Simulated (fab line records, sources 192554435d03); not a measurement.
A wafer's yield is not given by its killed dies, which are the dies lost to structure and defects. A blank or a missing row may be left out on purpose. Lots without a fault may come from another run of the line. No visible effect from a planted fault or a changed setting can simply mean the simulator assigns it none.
Chamber matching	flow n5_finfet	N5_BEOL_M0_CO_CAP_123 on cvd_co-01: 3 sister chambers
The step material Co, precursor CCTBA/H2, target thk 2 nm, time 102.1 s. 3 wafers are shown with their chamber, then 12 later ones without.

## WAFERS, EACH WITH ITS CHAMBER
wafer	chamber	heater_power_w (W)
L090.6	0	229
L091.4	1	272
L091.5	2	250

## WAFERS MISSING THEIR CHAMBER
wafer	heater_power_w (W)
L092.1	242
L092.3	235
L092.6	236
L094.1	237
L094.2	270
L094.6	237
L096.1	274
L096.2	243
L096.6	235
L097.1	240
L097.3	267
L097.5	268

## THE CHAMBER EACH PASSED THROUGH
wafer	from the rows above	in truth
L092.1	can't be placed: 2 or 0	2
L092.3	can't be placed: 0 or 2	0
L092.6	can't be placed: 0 or 2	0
L094.1	can't be placed: 0 or 2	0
L094.2	1	1
L094.6	can't be placed: 0 or 2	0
L096.1	1	1
L096.2	can't be placed: 2 or 0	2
L096.6	can't be placed: 0 or 2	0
L097.1	can't be placed: 2 or 0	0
L097.3	can't be placed: 1 or 2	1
L097.5	1	1
Placed correctly: 3 of 12. Can't be placed from these rows: 9 (the true chamber is among the candidates in 9). Wrongly placed: 0.
How it was worked out, from the rows above alone: a wafer's distance from a chamber is the root of the sum, over the readings, of the square of ((its reading less the chamber's mean) divided by the reading's scatter). The wafer belongs to the nearest chamber; if the next one is less than 2 further off, it can't be placed. Each chamber's mean is taken over the wafers shown for it. The scatter: with one shown wafer a chamber, the root of the mean of the squares of how far each hidden wafer lies from its nearest shown one.
